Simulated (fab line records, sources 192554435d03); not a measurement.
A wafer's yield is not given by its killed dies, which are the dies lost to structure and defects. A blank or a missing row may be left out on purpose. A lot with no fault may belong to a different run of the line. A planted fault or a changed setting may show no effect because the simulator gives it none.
Chamber matching ; flow n5Finfet ; N5_BEOL_M1_ETCH_77 on rieDiel-02: 4 sister chambers
The step etches underlayer in N2/H2, target depth 6.5 nm, time 5.2 s. 14 wafers are shown with their chamber, then 7 later ones without.

== EACH WAFER AND ITS CHAMBER ==
wafer;chamber;showerheadPlenumPTorr (Torr);throttleValvePct (%);drypumpMotorCurrentA (A)
L078.3;3;2.46;18.11;6.5
L078.4;2;2.52;17.95;5.9
L078.6;0;2.55;18.16;6.5
L080.3;3;2.46;18.14;6.6
L080.4;0;2.55;18.15;6.5
L080.5;3;2.46;18.12;6.5
L082.1;2;2.52;17.94;5.8
L082.2;1;2.64;17.93;5.7
L082.4;0;2.55;18.14;6.6
L086.2;2;2.52;17.96;5.8
L086.3;0;2.55;18.15;6.6
L086.4;1;2.64;17.92;5.7
L088.1;3;2.45;18.12;6.5
L088.3;1;2.63;17.92;5.7

SIGNATURES (means of the wafers above)
reading;chamber 0;chamber 1;chamber 2;chamber 3;scatter within a chamber
showerheadPlenumPTorr;2.5500;2.6367;2.5200;2.4575;0.00376
throttleValvePct;18.1500;17.9233;17.9500;18.1225;0.0097
drypumpMotorCurrentA;6.550;5.700;5.833;6.525;0.0492
Rule: a wafer lies at a distance from a chamber equal to the root of the sum of squares, over the readings, of (its reading less the chamber's mean, divided by the reading's scatter). If the next closest chamber is less than 2 further off than the closest, the wafer can't be placed; otherwise it belongs to the closest. The scatter: the root of (the sum of the squares of (reading less its chamber's mean) over the shown wafers, divided by (wafers less chambers)).

== WAFERS WHOSE CHAMBER IS MISSING ==
wafer;showerheadPlenumPTorr (Torr);throttleValvePct (%);drypumpMotorCurrentA (A)
L088.5;2.45;18.15;6.5
L096.2;2.54;18.19;6.6
L096.3;2.63;17.95;5.7
L096.5;2.63;17.96;5.7
L097.2;2.51;17.99;5.9
L097.4;2.45;18.17;6.5
L097.6;2.63;17.94;5.7

== CHAMBER TAKEN BY EACH ==
wafer;from the rows above;in truth
L088.5;3;3
L096.2;0;0
L096.3;1;1
L096.5;1;1
L097.2;2;2
L097.4;3;3
L097.6;1;1
7 of 7 placed correctly. Can't be placed from these rows: 0. Wrongly placed: 0.
